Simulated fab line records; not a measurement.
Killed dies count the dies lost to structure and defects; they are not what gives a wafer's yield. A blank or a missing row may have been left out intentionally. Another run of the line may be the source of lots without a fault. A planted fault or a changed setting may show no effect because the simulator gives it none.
fab line records    flow nand-harc    part 1 of 2: steps 1 to 4 of 6
[record] lots = 22  wafers = 66  last-day = 33
route steps=1302 shown A_STAIRCASE@711
lots untouched by any fault: they come from a run of this same line in which no faults occurred
start-h: hours from the record's opening day to when the first of the lot's shown wafers began    wait-h: hours from the lot's prior step to this one    " the same as in the row above    L1.1+2: a row that stands for several wafers    - value missing, or start not given    * or withheld: withheld    < > ~ a bound
route shown NAME@n: names a module that has steps shown in the file, with the first one's number in the route    usual: mean/standard deviation taken from wafers without a fault    same: alike in all rows    chamber/n: place in a boat    sites: the reading at each site    _std_site: standard deviation of those values    _edge_site: the outer-site mean with the inner-site mean subtracted    radius-mm: how far each site lies from the wafer's centre    mask NAME#n: copy n    behind: tool/chamber where the wafer was last shaped    hold: reason for holding the lot/hours on hold/outcome of the hold    device: names the non-switching transistor (n, p or np)    end of line: the same wafers' tests at the end of the route    a step with no rows: only its recipe    killed: dies lost to structure and defects at the first sort, not the wafer's yield    map: per-die view of a wafer (x killed, . not killed, _ where there is no die)
set.NAME: the setting that was run; set.NAME@STEP: the one run at that earlier step    model.NAME: the simulator's own value behind a step, which no gauge read
one table for each step of the route and one row for each wafer, over a sample of lots
services: a tool's chamber out of use, with start hour (start-h, from the record's first day; less than 0 if before it), hours out, and reason
[[steps]]
[step NHARC_A_STAIRCASE_ETCH_197]
[recipe] target-depth-a = 1000  time-s = 40.5  ion-energy-ev = 400  c4f8-flow-sccm = 20  o2-flow-sccm = 10  ar-flow-sccm = withheld  rf-w = 600  bias-w = 1000  chemistry = C4F8/O2
[usual] oes-product-au = 0.948/0.022  rf-vpp-V = 894/5.5
lot.wafer  tool         chamber  start-h  wait-h  oes-product-au  rf-hours-counter-h  rf-vpp-V
L074.1     rie-diel-05  2        -        -       0.944           37                  893
L074.5     "            0        "        "       0.932           -                   899
L074.6     "            1        "        "       0.932           -                   894
L076.1     rie-diel-10  2        -        -       0.909           40                  887
L076.3     "            0        "        "       0.919           40                  890
L076.5     "            3        "        "       0.918           -                   896
L078.2     rie-diel-05  2        -        -       0.974           46                  894
L078.1     "            3        "        "       0.949           49                  906
L078.4     "            0        "        "       0.976           43                  899
L077.2     rie-diel-04  2        -        -       0.975           8                   887
L077.1     "            3        "        "       0.966           9                   900
L077.6     "            2        "        "       0.982           -                   889
L080.4     rie-diel-10  2        -        -       0.931           50                  888
L080.2     "            3        "        "       0.925           50                  896
L080.5     "            1        "        "       0.937           -                   899
L079.3     rie-diel-04  1        -        -       0.962           15                  900
L079.2     "            3        "        "       0.974           15                  899
L079.4     "            0        "        "       0.950           16                  889
L081.3     rie-diel-04  0        -        -       0.937           19                  888
L081.4     "            1        "        "       0.948           18                  900
L081.6     "            2        "        "       0.969           -                   889
L082.2     rie-diel-10  2        -        -       0.995           0                   886
L082.5     "            1        "        "       0.966           -                   899
L082.6     "            2        "        "       0.998           -                   887
L084.4     rie-diel-10  1        -        -       0.933           8                   899
L084.1     "            3        "        "       0.910           6                   895
L084.6     "            0        "        "       0.899           -                   887
L083.1     rie-diel-04  0        -        -       0.927           31                  889
L083.6     "            3        "        "       0.961           -                   899
L083.5     "            0        "        "       0.926           -                   887
L086.2     rie-diel-10  3        -        -       0.934           10                  895
L086.3     "            0        "        "       0.928           12                  887
L086.1     "            1        "        "       0.950           11                  900
L085.2     rie-diel-05  2        -        -       0.982           14                  894
L085.3     "            3        "        "       0.953           13                  906
L085.5     "            1        "        "       0.958           -                   892
L088.1     rie-diel-10  2        -        -       0.964           21                  886
L088.3     "            3        "        "       0.979           22                  896
L088.6     "            1        "        "       0.962           -                   900
L089.1     rie-diel-05  1        -        -       0.930           26                  893
L089.4     "            0        "        "       0.955           27                  896
L089.6     "            1        "        "       0.924           -                   892
L087.3     rie-diel-04  0        -        -       0.960           43                  888
L087.4     "            2        "        "       0.983           40                  889
L087.6     "            0        "        "       0.964           -                   887
L091.1     rie-diel-10  0        -        -       0.955           32                  886
L091.5     "            3        "        "       0.919           -                   894
L091.6     "            0        "        "       0.949           -                   887
L090.3     rie-diel-04  1        -        -       0.940           47                  899
L090.1     "            3        "        "       0.957           50                  899
L090.6     "            0        "        "       0.936           -                   886
L093.3     rie-diel-05  0        -        -       0.931           41                  896
L093.2     "            1        "        "       0.930           38                  891
L093.6     "            0        "        "       0.934           -                   898
L092.1     rie-diel-04  2        -        -       0.948           1                   888
L092.3     "            3        "        "       0.950           1                   897
L092.4     "            0        "        "       0.938           1                   889
L094.3     rie-diel-05  1        -        -       0.954           40                  892
L094.4     "            3        "        "       0.927           42                  904
L094.6     "            1        "        "       0.948           -                   891
L096.4     rie-diel-10  3        -        -       0.912           55                  893
L096.3     "            2        "        "       0.920           48                  887
L096.6     "            0        "        "       0.903           -                   887
L097.3     rie-diel-04  0        -        -       0.921           17                  887
L097.1     "            2        "        "       0.933           17                  888
L097.6     "            3        "        "       0.935           -                   897
[step NHARC_A_STAIRCASE_ETCH_271]
[recipe] cf4-flow-sccm = 100  chf3-flow-sccm = 30  ar-flow-sccm = 0  rf-w = 500  bias-w = 200  chemistry = CF4/CHF3
[usual] drypump-motor-current-A = 5.8/0.48  oes-product-au = 0.950/0.023  rf-vpp-V = 369.7/2.5  showerhead-plenum-p-Torr = 1.55/0.07  throttle-valve-pct = 16.802/0.0088
lot.wafer  tool         chamber  start-h  wait-h  drypump-motor-current-A  oes-product-au  rf-hours-counter-h  rf-vpp-V  showerhead-plenum-p-Torr  throttle-valve-pct
L074.1     rie-diel-04  2        368.01   0.1     5.7                      0.970           1                   366.8     1.48                      16.812
L074.5     "            0        "        "       5.3                      0.930           -                   368.1     1.48                      16.817
L074.6     "            1        "        "       6.6                      0.951           -                   371.6     1.61                      16.798
L076.1     rie-diel-10  3        388.50   0.2     6.1                      0.944           43                  368.8     1.57                      16.798
L076.3     "            1        "        "       5.2                      0.948           41                  371.7     1.63                      16.814
L076.5     "            2        "        "       5.6                      0.939           -                   365.6     1.47                      16.800
L078.4     rie-diel-05  2        396.40   0.1     5.6                      0.939           50                  370.1     1.54                      16.800
L078.1     "            3        "        "       5.6                      0.913           52                  374.3     1.69                      16.793
L078.2     "            1        "        "       5.1                      0.914           50                  369.0     1.53                      16.818
L077.1     rie-diel-10  0        407.90   0.1     6.1                      0.923           51                  367.5     1.47                      16.784
L077.2     "            1        "        "       5.2                      0.942           49                  372.4     1.63                      16.812
L077.6     "            3        "        "       6.1                      0.912           -                   369.9     1.57                      16.791
L080.4     rie-diel-05  3        422.90   0.1     5.7                      0.947           2                   372.8     1.68                      16.798
L080.2     "            0        "        "       5.8                      0.935           4                   371.5     1.60                      16.788
L080.5     "            3        "        "       5.7                      0.937           -                   375.8     1.68                      16.794
L079.4     rie-diel-04  1        423.65   0.1     6.6                      0.983           20                  370.2     1.61                      16.811
L079.3     "            2        "        "       5.7                      0.983           20                  368.6     1.48                      16.791
L079.2     "            3        "        "       6.6                      0.985           22                  370.8     1.61                      16.789
L081.3     rie-diel-04  1        435.25   0.1     6.6                      0.983           23                  371.3     1.61                      16.799
L081.4     "            3        "        "       6.6                      0.986           25                  372.0     1.61                      16.811
L081.6     "            2        "        "       5.8                      1.001           -                   367.1     1.48                      16.801
L082.2     rie-diel-10  0        446.88   0.1     6.1                      0.961           5                   366.3     1.47                      16.800
L082.5     "            2        "        "       5.5                      0.972           -                   364.5     1.47                      16.816
L082.6     "            3        "        "       6.1                      0.970           -                   371.3     1.57                      16.805
L084.1     rie-diel-04  1        466.72   0.1     6.6                      0.935           32                  371.4     1.60                      16.795
L084.4     "            2        "        "       5.7                      0.932           33                  366.5     1.48                      16.800
L084.6     "            1        "        "       6.6                      0.927           -                   371.5     1.60                      16.790
L083.1     rie-diel-10  2        468.57   0.1     5.5                      0.970           11                  368.3     1.46                      16.801
L083.5     "            0        "        "       6.1                      0.963           -                   367.5     1.47                      16.790
L083.6     "            1        "        "       5.2                      0.977           -                   372.3     1.62                      16.811
L086.3     rie-diel-05  3        473.62   0.1     5.7                      0.914           16                  373.8     1.68                      16.797
L086.1     "            1        "        "       5.1                      0.945           19                  367.4     1.53                      16.789
L086.2     "            2        "        "       5.6                      0.945           17                  370.8     1.54                      16.809
L085.2     rie-diel-10  1        476.39   0.1     5.2                      0.947           14                  371.3     1.62                      16.810
L085.3     "            3        "        "       6.0                      0.946           14                  368.6     1.56                      16.811
L085.5     "            1        "        "       5.2                      0.950           -                   371.8     1.62                      16.795
L089.4     rie-diel-10  1        508.15   0.2     5.2                      0.917           24                  371.3     1.62                      16.797
L089.1     "            3        "        "       6.1                      0.924           28                  370.5     1.56                      16.810
L089.6     "            1        "        "       5.2                      0.916           -                   372.6     1.62                      16.813
L087.3     rie-diel-04  2        513.14   0.1     5.8                      0.951           43                  365.5     1.47                      16.810
L087.4     "            3        "        "       6.6                      0.946           47                  372.4     1.61                      16.794
L087.6     "            0        "        "       5.3                      0.911           -                   367.9     1.47                      16.811
L088.3     rie-diel-05  2        513.69   0.1     5.5                      0.976           29                  368.8     1.54                      16.800
L088.1     "            3        "        "       5.7                      0.942           28                  375.2     1.68                      16.803
L088.6     "            1        "        "       5.1                      0.986           -                   370.1     1.52                      16.783
L091.1     rie-diel-05  0        529.56   0.1     5.8                      0.988           36                  371.3     1.59                      16.805
L091.5     "            2        "        "       5.5                      0.971           -                   368.5     1.53                      16.808
L091.6     "            3        "        "       5.7                      0.941           -                   375.1     1.68                      16.817
L090.3     rie-diel-10  3        530.94   0.1     6.1                      0.914           37                  370.2     1.56                      16.802
L090.1     "            0        "        "       6.1                      0.914           37                  367.3     1.46                      16.801
L090.6     "            2        "        "       5.5                      0.938           -                   367.1     1.46                      16.798
L093.2     rie-diel-04  0        564.93   0.2     5.3                      0.936           5                   365.8     1.47                      16.782
L093.3     "            2        "        "       5.8                      0.947           8                   366.7     1.47                      16.807
L093.6     "            3        "        "       6.6                      0.957           -                   371.7     1.60                      16.804
L092.3     rie-diel-04  0        564.98   0.1     5.3                      0.950           5                   366.9     1.47                      16.805
L092.1     "            1        "        "       6.6                      0.960           5                   370.6     1.60                      16.800
L092.4     "            3        "        "       6.6                      0.959           8                   369.6     1.60                      16.802
L094.4     rie-diel-04  0        573.52   0.1     5.3                      0.944           9                   366.7     1.47                      16.791
L094.3     "            3        "        "       6.6                      0.976           11                  371.5     1.60                      16.825
L094.6     "            1        "        "       6.5                      0.977           -                   372.3     1.60                      16.790
L096.4     rie-diel-10  0        591.35   0.1     6.1                      0.926           62                  366.2     1.46                      16.811
L096.3     "            1        "        "       5.2                      0.933           53                  372.3     1.61                      16.792
L096.6     "            3        "        "       6.1                      0.938           -                   370.3     1.55                      16.793
L097.1     rie-diel-04  0        599.73   0.1     5.4                      0.952           20                  368.3     1.46                      16.811
L097.3     "            2        "        "       5.8                      0.985           20                  366.6     1.47                      16.807
L097.6     "            0        "        "       5.3                      0.951           -                   367.3     1.46                      16.812
[step NHARC_A_STAIRCASE_HM_OPEN_457]
[recipe] o2-flow-sccm = 400  cos-flow-sccm = 20  ar-flow-sccm = 0  rf-w = 500  bias-w = 300  chemistry = O2/COS
[usual] cos-flow-sccm = 19.99/0.06  drypump-motor-current-A = 5.8/0.48  oes-product-au = 0.999/0.013  rf-vpp-V = 466/3  showerhead-plenum-p-Torr = 3.06/0.14  throttle-valve-pct = 28.330/0.0086
lot.wafer  tool         chamber  start-h  wait-h  cos-flow-sccm  drypump-motor-current-A  oes-product-au  rf-hours-counter-h  rf-vpp-V  showerhead-plenum-p-Torr  throttle-valve-pct
L074.1     rie-diel-04  3        -        -       19.91          6.6                      1.004           1                   469       3.21                      28.321
L074.6     "            2        "        "       19.96          5.8                      1.006           -                   464       2.94                      28.334
L074.5     "            3        "        "       19.96          6.6                      1.001           -                   469       3.21                      28.327
L076.3     rie-diel-10  3        -        -       20.01          6.1                      0.992           43                  467       3.12                      28.321
L076.1     "            0        "        "       19.98          6.2                      0.996           43                  462       2.92                      28.327
L076.5     "            2        "        "       19.94          5.6                      1.002           -                   464       2.92                      28.347
L078.2     rie-diel-05  3        -        -       19.97          5.7                      0.976           52                  473       3.35                      28.328
L078.4     "            0        "        "       20.09          5.8                      1.005           48                  467       3.18                      28.331
L078.1     "            1        "        "       20.01          5.1                      1.004           50                  466       3.04                      28.317
L077.2     rie-diel-10  3        -        -       20.00          6.1                      0.980           50                  466       3.11                      28.320
L077.1     "            1        "        "       20.05          5.2                      0.998           49                  470       3.23                      28.338
L077.6     "            2        "        "       19.93          5.5                      1.002           -                   463       2.91                      28.326
L080.4     rie-diel-05  1        -        -       20.12          5.1                      1.000           4                   466       3.03                      28.330
L080.2     "            0        "        "       20.02          5.8                      0.998           4                   467       3.17                      28.325
L080.5     "            2        "        "       20.10          5.6                      1.020           -                   465       3.06                      28.335
L079.4     rie-diel-04  3        -        -       19.99          6.6                      1.033           22                  467       3.20                      28.317
L079.3     "            0        "        "       20.03          5.3                      0.989           21                  463       2.93                      28.334
L079.2     "            2        "        "       19.95          5.8                      1.020           20                  464       2.93                      28.316
L081.4     rie-diel-04  3        -        -       20.01          6.6                      1.027           25                  468       3.20                      28.331
L081.3     "            2        "        "       19.94          5.8                      1.028           24                  461       2.93                      28.327
L081.6     "            3        "        "       19.81          6.6                      1.023           -                   470       3.20                      28.319
L082.2     rie-diel-10  1        -        -       19.99          5.2                      0.990           6                   469       3.22                      28.334
L082.6     "            2        "        "       20.08          5.5                      1.026           -                   463       2.91                      28.318
L082.5     "            3        "        "       20.04          6.1                      0.979           -                   467       3.11                      28.323
L084.1     rie-diel-04  0        -        -       19.88          5.4                      0.993           34                  462       2.93                      28.333
L084.4     "            2        "        "       19.98          5.8                      1.015           33                  463       2.93                      28.323
L084.6     "            1        "        "       19.94          6.6                      1.006           -                   469       3.18                      28.327
L083.1     rie-diel-10  1        -        -       19.99          5.2                      0.996           13                  468       3.22                      28.333
L083.5     "            3        "        "       20.06          6.1                      0.996           -                   466       3.11                      28.332
L083.6     "            0        "        "       19.93          6.1                      0.980           -                   463       2.91                      28.335
L086.2     rie-diel-05  1        -        -       19.91          5.1                      1.005           19                  465       3.03                      28.346
L086.1     "            2        "        "       19.85          5.5                      1.022           17                  465       3.05                      28.328
L086.3     "            3        "        "       20.02          5.7                      0.971           16                  471       3.33                      28.339
L085.3     rie-diel-10  3        -        -       19.99          6.1                      0.996           14                  467       3.10                      28.343
L085.2     "            2        "        "       20.00          5.5                      1.004           13                  463       2.90                      28.332
L085.5     "            3        "        "       20.05          6.1                      0.987           -                   468       3.10                      28.338
L089.1     rie-diel-10  0        -        -       20.05          6.1                      1.000           28                  462       2.90                      28.321
L089.4     "            2        "        "       19.93          5.6                      1.008           25                  462       2.90                      28.322
L089.6     "            3        "        "       19.97          6.1                      0.990           -                   466       3.10                      28.323
L087.4     rie-diel-04  3        -        -       19.94          6.6                      1.014           47                  467       3.19                      28.339
L087.3     "            1        "        "       19.92          6.6                      1.014           45                  470       3.18                      28.342
L087.6     "            3        "        "       19.96          6.6                      1.005           -                   468       3.19                      28.337
L088.3     rie-diel-05  2        -        -       20.01          5.5                      1.016           29                  467       3.05                      28.322
L088.1     "            3        "        "       20.00          5.6                      0.986           28                  471       3.33                      28.333
L088.6     "            3        "        "       19.86          5.6                      0.971           -                   471       3.33                      28.342
L091.1     rie-diel-05  3        -        -       20.02          5.7                      0.983           33                  470       3.33                      28.340
L091.5     "            0        "        "       19.99          5.8                      0.988           -                   468       3.16                      28.334
L091.6     "            1        "        "       19.94          5.1                      0.999           -                   465       3.02                      28.340
L090.3     rie-diel-10  2        -        -       20.01          5.6                      0.999           32                  462       2.89                      28.332
L090.1     "            0        "        "       20.00          6.1                      0.987           37                  462       2.90                      28.338
L090.6     "            2        "        "       20.01          5.6                      1.001           -                   463       2.90                      28.329
L093.3     rie-diel-04  3        -        -       20.00          6.6                      1.009           8                   469       3.18                      28.326
L093.2     "            2        "        "       20.05          5.8                      0.982           8                   462       2.92                      28.336
L093.6     "            0        "        "       19.95          5.3                      1.000           -                   462       2.91                      28.340
L092.4     rie-diel-04  1        -        -       19.97          6.6                      1.007           5                   468       3.17                      28.341
L092.1     "            2        "        "       20.01          5.7                      0.990           8                   461       2.92                      28.328
L092.3     "            3        "        "       20.13          6.6                      0.996           8                   468       3.18                      28.331
L094.4     rie-diel-04  2        -        -       20.00          5.8                      0.978           11                  463       2.91                      28.330
L094.3     "            1        "        "       19.99          6.6                      1.012           9                   467       3.17                      28.341
L094.6     "            3        "        "       19.97          6.6                      1.000           -                   470       3.18                      28.335
L096.3     rie-diel-10  0        -        -       20.12          6.1                      0.979           62                  461       2.89                      28.319
L096.4     "            1        "        "       19.95          5.2                      0.991           53                  469       3.20                      28.319
L096.6     "            3        "        "       20.08          6.1                      0.992           -                   466       3.08                      28.324
L097.1     rie-diel-04  3        -        -       19.94          6.6                      1.009           19                  467       3.17                      28.325
L097.3     "            1        "        "       20.05          6.6                      1.008           21                  467       3.16                      28.332
L097.6     "            3        "        "       19.96          6.6                      1.011           -                   468       3.17                      28.327
[step NHARC_A_STAIRCASE_STRIP_274]
[recipe] o2-flow-sccm = 500  ar-flow-sccm = 0  bias-w = 0  chemistry = O2
[usual] drypump-motor-current-A = 5.8/0.48  oes-product-au = 1.000/0.014  rf-vpp-V = 57.5/0.95  showerhead-plenum-p-Torr = 3.46/0.15  throttle-valve-pct = 17.036/0.0087
lot.wafer  tool         chamber  start-h  wait-h  drypump-motor-current-A  oes-product-au  rf-hours-counter-h  rf-vpp-V  showerhead-plenum-p-Torr  throttle-valve-pct
L074.1     rie-diel-04  0        -        -       5.3                      0.984           2                   56.8      3.33                      17.040
L074.5     "            0        "        "       5.4                      0.998           -                   56.6      3.33                      17.025
L074.6     "            1        "        "       6.6                      0.996           -                   56.8      3.61                      17.040
L076.3     rie-diel-10  1        -        -       5.2                      0.999           42                  58.4      3.65                      17.028
L076.1     "            2        "        "       5.6                      1.001           44                  55.9      3.30                      17.036
L076.5     "            3        "        "       6.1                      0.976           -                   58.1      3.52                      17.045
L078.4     rie-diel-05  2        -        -       5.5                      1.010           51                  56.9      3.46                      17.039
L078.1     "            3        "        "       5.7                      0.991           53                  61.2      3.78                      17.034
L078.2     "            0        "        "       5.8                      1.001           49                  58.0      3.59                      17.032
L077.2     rie-diel-10  2        -        -       5.5                      1.001           52                  58.1      3.29                      17.029
L077.1     "            3        "        "       6.1                      0.986           52                  58.8      3.52                      17.043
L077.6     "            2        "        "       5.6                      0.994           -                   57.7      3.29                      17.039
L080.2     rie-diel-05  0        -        -       5.8                      0.993           6                   58.5      3.58                      17.041
L080.4     "            2        "        "       5.5                      1.023           -                   58.1      3.46                      17.034
L080.5     "            0        "        "       5.8                      0.997           -                   57.2      3.58                      17.026
L079.3     rie-diel-04  3        -        -       6.6                      1.024           24                  59.1      3.61                      17.030
L079.4     "            0        "        "       5.4                      1.003           22                  57.0      3.32                      17.034
L079.2     "            2        "        "       5.8                      1.027           22                  56.8      3.32                      17.034
L081.4     rie-diel-04  0        -        -       5.4                      0.980           25                  57.7      3.31                      17.017
L081.3     "            2        "        "       5.7                      1.028           25                  57.3      3.32                      17.042
L081.6     "            3        "        "       6.6                      1.026           -                   60.1      3.61                      17.033
L082.2     rie-diel-10  2        -        -       5.6                      1.022           6                   56.6      3.29                      17.052
L082.6     "            1        "        "       5.2                      1.003           -                   58.0      3.64                      17.051
L082.5     "            2        "        "       5.6                      1.016           -                   57.8      3.29                      17.030
L084.1     rie-diel-04  3        -        -       6.5                      1.024           37                  57.7      3.61                      17.050
L084.4     "            0        "        "       5.4                      0.981           36                  56.6      3.31                      17.032
L084.6     "            2        "        "       5.7                      1.011           -                   57.4      3.31                      17.036
L083.1     rie-diel-10  1        -        -       5.2                      0.999           13                  56.7      3.63                      17.042
L083.5     "            3        "        "       6.1                      0.991           -                   57.6      3.51                      17.020
L083.6     "            0        "        "       6.2                      0.980           -                   57.4      3.29                      17.036
L086.2     rie-diel-05  1        -        -       5.1                      1.001           20                  57.1      3.42                      17.046
L086.1     "            2        "        "       5.5                      1.017           19                  56.6      3.45                      17.042
L086.3     "            3        "        "       5.7                      0.966           17                  57.4      3.76                      17.028
L085.2     rie-diel-10  2        -        -       5.6                      1.015           14                  59.4      3.28                      17.033
L085.3     "            3        "        "       6.1                      1.001           15                  58.5      3.51                      17.050
L085.5     "            3        "        "       6.1                      1.016           -                   56.4      3.51                      17.038
L089.4     rie-diel-10  2        -        -       5.6                      1.029           25                  57.0      3.28                      17.042
L089.1     "            3        "        "       6.1                      1.006           29                  55.9      3.50                      17.037
L089.6     "            3        "        "       6.1                      1.001           -                   57.9      3.50                      17.037
L087.4     rie-diel-04  3        -        -       6.6                      1.004           49                  57.9      3.60                      17.034
L087.3     "            2        "        "       5.7                      1.024           45                  56.5      3.31                      17.022
L087.6     "            0        "        "       5.3                      0.976           -                   56.6      3.30                      17.025
L088.3     rie-diel-05  3        -        -       5.7                      0.986           30                  57.7      3.76                      17.035
L088.1     "            1        "        "       5.1                      1.008           31                  58.2      3.42                      17.053
L088.6     "            3        "        "       5.7                      0.985           -                   58.7      3.76                      17.035
L091.1     rie-diel-05  1        -        -       5.1                      0.999           35                  57.9      3.41                      17.052
L091.5     "            3        "        "       5.7                      0.986           -                   57.8      3.76                      17.054
L091.6     "            0        "        "       5.8                      1.012           -                   58.8      3.56                      17.028
L090.3     rie-diel-10  0        -        -       6.2                      0.985           39                  56.6      3.28                      17.050
L090.1     "            2        "        "       5.5                      1.004           33                  57.3      3.27                      17.012
L090.6     "            0        "        "       6.1                      0.986           -                   57.4      3.28                      17.041
L093.3     rie-diel-04  3        -        -       6.6                      0.999           9                   56.8      3.59                      17.043
L093.2     "            0        "        "       5.3                      0.991           6                   55.5      3.29                      17.027
L093.6     "            2        "        "       5.8                      0.989           -                   55.9      3.30                      17.034
L092.4     rie-diel-04  3        -        -       6.6                      1.000           10                  56.5      3.59                      17.037
L092.3     "            0        "        "       5.4                      0.987           8                   56.2      3.29                      17.049
L092.1     "            2        "        "       5.8                      0.986           10                  57.7      3.30                      17.014
L094.3     rie-diel-04  0        -        -       5.4                      0.988           10                  57.3      3.29                      17.029
L094.4     "            1        "        "       6.6                      1.007           11                  57.8      3.58                      17.041
L094.6     "            3        "        "       6.6                      1.000           -                   56.8      3.59                      17.020
L096.4     rie-diel-10  0        -        -       6.2                      0.976           63                  57.1      3.27                      17.046
L096.3     "            1        "        "       5.2                      0.983           55                  58.9      3.61                      17.039
L096.6     "            3        "        "       6.1                      0.990           -                   57.6      3.48                      17.043
L097.1     rie-diel-04  1        -        -       6.6                      1.015           22                  56.9      3.57                      17.045
L097.3     "            0        "        "       5.4                      0.978           21                  57.2      3.29                      17.032
L097.6     "            2        "        "       5.8                      0.997           -                   56.3      3.29                      17.053
